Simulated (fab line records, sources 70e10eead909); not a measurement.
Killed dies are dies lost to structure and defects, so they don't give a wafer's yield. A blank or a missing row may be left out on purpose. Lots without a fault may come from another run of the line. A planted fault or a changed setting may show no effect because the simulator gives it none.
Which tool did it? | flow nand_harc | 20 lots, 60 wafers sampled, at 4 steps of a route of 1302

WHAT THE GAUGES READ, wafer by wafer
NHARC_A_CHANNEL_FILL_D2_INSPECT_13.
lot  | measured     | on                | raw_defect_count
L074 | day 16 08:00 | defect_inspect-02 | 272 278 279
L075 | day 16 04:59 | defect_inspect-02 | 336 353 382
L076 | day 16 05:11 | defect_inspect-01 | 192 236 231
L077 | day 17 08:14 | defect_inspect-02 | 207 240 317
L078 | day 17 08:04 | defect_inspect-01 | 430 569 364
L079 | day 17 08:15 | defect_inspect-02 | 529 372 339
L080 | day 17 22:55 | defect_inspect-02 | 399 502 401
L082 | day 18 02:30 | defect_inspect-02 | 431 424 302
L083 | day 19 19:58 | defect_inspect-02 | 263 173 280
L084 | day 19 19:58 | defect_inspect-01 | 315 431 348
L086 | day 20 08:46 | defect_inspect-02 | 600 236 579
L087 | day 21 11:55 | defect_inspect-01 | 268 265 235
L088 | day 21 23:15 | defect_inspect-02 | 438 363 483
L089 | day 21 23:20 | defect_inspect-02 | 410 286 260
L092 | day 23 03:16 | defect_inspect-01 | 507 462 473
L093 | day 23 10:40 | defect_inspect-02 | 308 355 336
L094 | day 24 08:23 | defect_inspect-02 | 305 345 423
L096 | day 24 11:12 | defect_inspect-01 | 346 479 498
L095 | day 24 21:20 | defect_inspect-01 | 309 258 628
L097 | day 25 02:24 | defect_inspect-02 | 398 380 355

WHICH TOOL RAN EACH LOT (tool, then ch and the chambers of the sampled wafers, then the start)
lot  | NHARC_A_CHANNEL_HOLE_D2_ETCH_38    | NHARC_A_CHANNEL_HOLE_D2_ETCH_44    | NHARC_A_CHANNEL_FILL_D2_ETCHBACK_19
L074 | rie_diel-01 ch 0,2,3, day 13 19:43 | rie_diel-01 ch 1,2,3, day 14 01:43 | rie_si-02 ch 1,2,3, day 15 04:21
L075 | rie_diel-10 ch 1,2,3, day 13 20:57 | rie_diel-11 ch 2,3, day 14 02:49   | rie_si-03 ch 0,3, day 15 04:21
L076 | rie_diel-10 ch 0,3, day 13 22:51   | rie_diel-01 ch 0,3, day 14 05:52   | rie_si-05 ch 0,1, day 15 04:21
L077 | rie_diel-01 ch 0,1,2, day 14 22:02 | rie_diel-10 ch 1,2,3, day 15 03:51 | rie_si-03 ch 1,3, day 16 08:09
L078 | rie_diel-11 ch 0,3, day 14 22:12   | rie_diel-11 ch 2,3, day 15 04:41   | rie_si-05 ch 0,1,2, day 16 08:08
L079 | rie_diel-11 ch 0,2,3, day 14 23:58 | rie_diel-10 ch 0,2,3, day 15 08:01 | rie_si-02 ch 0,2,3, day 16 08:08
L080 | rie_diel-11 ch 0,3, day 15 12:59   | rie_diel-11 ch 0,2,3, day 15 19:52 | rie_si-05 ch 1,3, day 16 20:37
L082 | rie_diel-10 ch 0,2, day 15 19:22   | rie_diel-01 ch 0,1, day 16 01:11   | rie_si-05 ch 1,3, day 17 02:17
L083 | rie_diel-01 ch 2,3, day 17 09:01   | rie_diel-10 ch 0,3, day 17 17:10   | rie_si-03 ch 1,2,3, day 18 18:31
L084 | rie_diel-10 ch 2,3, day 17 09:23   | rie_diel-01 ch 2,3, day 17 18:41   | rie_si-02 ch 0,2, day 18 18:31
L086 | rie_diel-01 ch 0,1,3, day 18 00:29 | rie_diel-11 ch 0,1,3, day 18 06:18 | rie_si-02 ch 0,2,3, day 19 07:10
L087 | rie_diel-10 ch 0,1,3, day 19 02:10 | rie_diel-01 ch 0,2, day 19 07:59   | rie_si-03 ch 0,2, day 20 12:09
L088 | rie_diel-01 ch 0,1,3, day 19 16:13 | rie_diel-10 ch 0,1, day 19 22:01   | rie_si-03 ch 1,2,3, day 20 22:50
L089 | rie_diel-10 ch 0,2, day 19 16:53   | rie_diel-11 ch 1,2,3, day 19 23:17 | rie_si-05 ch 1,2, day 20 22:49
L092 | rie_diel-10 ch 0,2,3, day 20 17:35 | rie_diel-11 ch 0,1,3, day 21 01:41 | rie_si-02 ch 1,2,3, day 22 02:24
L093 | rie_diel-01 ch 0,2,3, day 21 02:06 | rie_diel-01 ch 0,1,3, day 21 09:19 | rie_si-02 ch 0,3, day 22 10:26
L094 | rie_diel-01 ch 1,2,3, day 21 21:40 | rie_diel-10 ch 0,1,2, day 22 06:22 | rie_si-03 ch 0,1,2, day 23 07:08
L096 | rie_diel-11 ch 0,2,3, day 21 22:14 | rie_diel-11 ch 0,1,3, day 22 06:23 | rie_si-05 ch 2,3, day 23 07:08
L095 | rie_diel-10 ch 0,2,3, day 22 10:02 | rie_diel-01 ch 2,3, day 22 15:52   | rie_si-03 ch 0,2,3, day 23 21:09
L097 | rie_diel-10 ch 0,1,2, day 22 18:04 | rie_diel-11 ch 0,2, day 22 23:53   | rie_si-05 ch 0,3, day 24 02:43
- NHARC_A_CHANNEL_HOLE_D2_ETCH_38: etches the open film in CF4, target depth 39 nm, time 65 s.
- NHARC_A_CHANNEL_HOLE_D2_ETCH_44: etches the open film in CF4/O2, target depth 140 nm, overetch 14 nm, time 77 s.
- NHARC_A_CHANNEL_FILL_D2_ETCHBACK_19: etches the open film in HBr/Cl2, target depth 5 nm, time 1.7 s.

WHAT THE TOOLS THEMSELVES READ (means of the sampled wafers that have a number; where no wafer has one, the mark that the record gives instead)
NHARC_A_CHANNEL_HOLE_D2_ETCH_38.
lot  | tool        | drypump_motor_current_A (A) | mfc_ar_sccm (sccm) | oes_product_au (a.u.) | rf_vpp_V (V) | showerhead_plenum_p_Torr (Torr) | throttle_valve_pct (%)
L074 | rie_diel-01 | 5.44                        | 0.002              | 0.996                 | 151.3        | 1.79                            | 13.285
L075 | rie_diel-10 | 5.58                        | 0.017              | 0.989                 | 152.0        | 1.80                            | 13.278
L076 | rie_diel-10 | 5.52                        | 0.030              | 0.994                 | 152.0        | 1.89                            | 13.288
L077 | rie_diel-01 | 5.75                        | 0.007              | 1.001                 | 151.1        | 1.74                            | 13.283
L078 | rie_diel-11 | 5.85                        | 0.000              | 1.007                 | 150.6        | 1.79                            | 13.277
L079 | rie_diel-11 | 5.82                        | 0.000              | 1.009                 | 151.1        | 1.75                            | 13.276
L080 | rie_diel-11 | 5.83                        | 0.000              | 1.007                 | 151.5        | 1.79                            | 13.283
L082 | rie_diel-10 | 5.73                        | 0.001              | 0.995                 | 151.6        | 1.84                            | 13.278
L083 | rie_diel-01 | 5.26                        | 0.004              | 0.995                 | 151.4        | 1.80                            | 13.284
L084 | rie_diel-10 | 5.62                        | 0.015              | 0.992                 | 150.8        | 1.80                            | 13.291
L086 | rie_diel-01 | 5.75                        | 0.007              | 1.012                 | 151.6        | 1.78                            | 13.285
L087 | rie_diel-10 | 5.60                        | 0.017              | 0.986                 | 151.5        | 1.83                            | 13.295
L088 | rie_diel-01 | 5.74                        | 0.007              | 1.006                 | 151.5        | 1.78                            | 13.276
L089 | rie_diel-10 | 5.71                        | 0.001              | 0.989                 | 151.5        | 1.80                            | 13.285
L092 | rie_diel-10 | 5.64                        | 0.015              | 0.995                 | 152.9        | 1.84                            | 13.286
L093 | rie_diel-01 | 5.45                        | 0.002              | 0.996                 | 152.9        | 1.79                            | 13.289
L094 | rie_diel-01 | 5.55                        | 0.008              | 1.002                 | 150.7        | 1.75                            | 13.291
L096 | rie_diel-11 | 5.84                        | 0.000              | 1.003                 | 151.1        | 1.75                            | 13.284
L095 | rie_diel-10 | 5.62                        | 0.015              | 1.001                 | 152.6        | 1.84                            | 13.275
L097 | rie_diel-10 | 5.70                        | 0.003              | 0.994                 | 151.5        | 1.79                            | 13.281

NHARC_A_CHANNEL_HOLE_D2_ETCH_44.
lot  | tool        | drypump_motor_current_A (A) | mfc_ar_sccm (sccm) | oes_product_au (a.u.) | rf_vpp_V (V) | showerhead_plenum_p_Torr (Torr) | throttle_valve_pct (%)
L074 | rie_diel-01 | 5.5                         | 0.008              | 0.994                 | 196.8        | 1.32                            | 13.398
L075 | rie_diel-11 | 5.7                         | 0.000              | 0.996                 | 197.7        | 1.30                            | 13.389
L076 | rie_diel-01 | 5.4                         | 0.003              | 1.001                 | 198.9        | 1.39                            | 13.403
L077 | rie_diel-10 | 5.6                         | 0.017              | 0.989                 | 198.5        | 1.36                            | 13.389
L078 | rie_diel-11 | 5.8                         | 0.000              | 1.000                 | 197.4        | 1.30                            | 13.391
L079 | rie_diel-10 | 5.6                         | 0.015              | 1.000                 | 200.2        | 1.39                            | 13.395
L080 | rie_diel-11 | 5.8                         | 0.000              | 1.000                 | 197.7        | 1.33                            | 13.395
L082 | rie_diel-01 | 6.0                         | 0.006              | 0.993                 | 197.7        | 1.33                            | 13.393
L083 | rie_diel-10 | 5.5                         | 0.030              | 0.995                 | 199.5        | 1.43                            | 13.395
L084 | rie_diel-01 | 5.3                         | 0.003              | 1.001                 | 198.2        | 1.33                            | 13.404
L086 | rie_diel-11 | 5.9                         | 0.002              | 1.003                 | 197.2        | 1.32                            | 13.398
L087 | rie_diel-01 | 5.6                         | 0.001              | 1.014                 | 197.4        | 1.34                            | 13.401
L088 | rie_diel-10 | 5.7                         | 0.003              | 0.995                 | 199.7        | 1.38                            | 13.408
L089 | rie_diel-11 | 5.9                         | 0.002              | 1.011                 | 196.8        | 1.29                            | 13.398
L092 | rie_diel-11 | 6.0                         | 0.002              | 1.004                 | 197.4        | 1.32                            | 13.405
L093 | rie_diel-01 | 5.8                         | 0.007              | 1.007                 | 198.1        | 1.35                            | 13.389
L094 | rie_diel-10 | 5.7                         | 0.003              | 0.985                 | 198.2        | 1.35                            | 13.400
L096 | rie_diel-11 | 5.9                         | 0.002              | 1.010                 | 197.9        | 1.32                            | 13.401
L095 | rie_diel-01 | 5.3                         | 0.004              | 0.981                 | 198.5        | 1.36                            | 13.395
L097 | rie_diel-11 | 5.9                         | 0.000              | 1.007                 | 197.2        | 1.32                            | 13.402

NHARC_A_CHANNEL_FILL_D2_ETCHBACK_19.
lot  | tool      | drypump_motor_current_A (A) | oes_product_au (a.u.) | throttle_valve_pct (%)
L074 | rie_si-02 | 5.4                         | 1.000                 | 26.412
L075 | rie_si-03 | 5.2                         | 1.001                 | 26.402
L076 | rie_si-05 | 5.9                         | 0.997                 | 26.408
L077 | rie_si-03 | 5.0                         | 0.982                 | 26.400
L078 | rie_si-05 | 6.1                         | 0.993                 | 26.396
L079 | rie_si-02 | 5.4                         | 1.003                 | 26.399
L080 | rie_si-05 | 5.7                         | 0.985                 | 26.409
L082 | rie_si-05 | 5.8                         | 0.995                 | 26.407
L083 | rie_si-03 | 5.1                         | 1.003                 | 26.397
L084 | rie_si-02 | 5.5                         | 1.016                 | 26.406
L086 | rie_si-02 | 5.5                         | 1.006                 | 26.410
L087 | rie_si-03 | 5.4                         | 0.990                 | 26.404
L088 | rie_si-03 | 5.1                         | 1.012                 | 26.402
L089 | rie_si-05 | 6.2                         | 1.006                 | 26.407
L092 | rie_si-02 | 5.4                         | 0.978                 | 26.418
L093 | rie_si-02 | 5.5                         | 0.988                 | 26.399
L094 | rie_si-03 | 5.2                         | 1.015                 | 26.404
L096 | rie_si-05 | 6.2                         | 1.003                 | 26.405
L095 | rie_si-03 | 5.3                         | 1.003                 | 26.407
L097 | rie_si-05 | 5.6                         | 0.997                 | 26.412

THE ANSWER, worked out from the rows above alone
Rule: what is usual is taken from the lots themselves. Put in order of their means at a reading, lots are off if they are a third of the lots or fewer, leave a main group of 4 or more, and stand apart from it by a gap of 3 or more times the standard deviation of the main group's means; of several such gaps the widest counts. A main group whose means are all the same, to the digits that the tables above print for the reading, isn't used. A lot without any number at a reading at which 4 lots or more have one is off too. The other lots that the step has rows for count as sound. The gauges are gone through in route order, then the tools' own readings, and for those a lot's mean is taken as printed above. The first step at which some lot is off is used, and at that step the reading that is off furthest; a lot without a number counts as furthest.
No lot is off at any reading shown: from this, nothing can be told.

WHAT THE SIMULATOR HAD PUT IN
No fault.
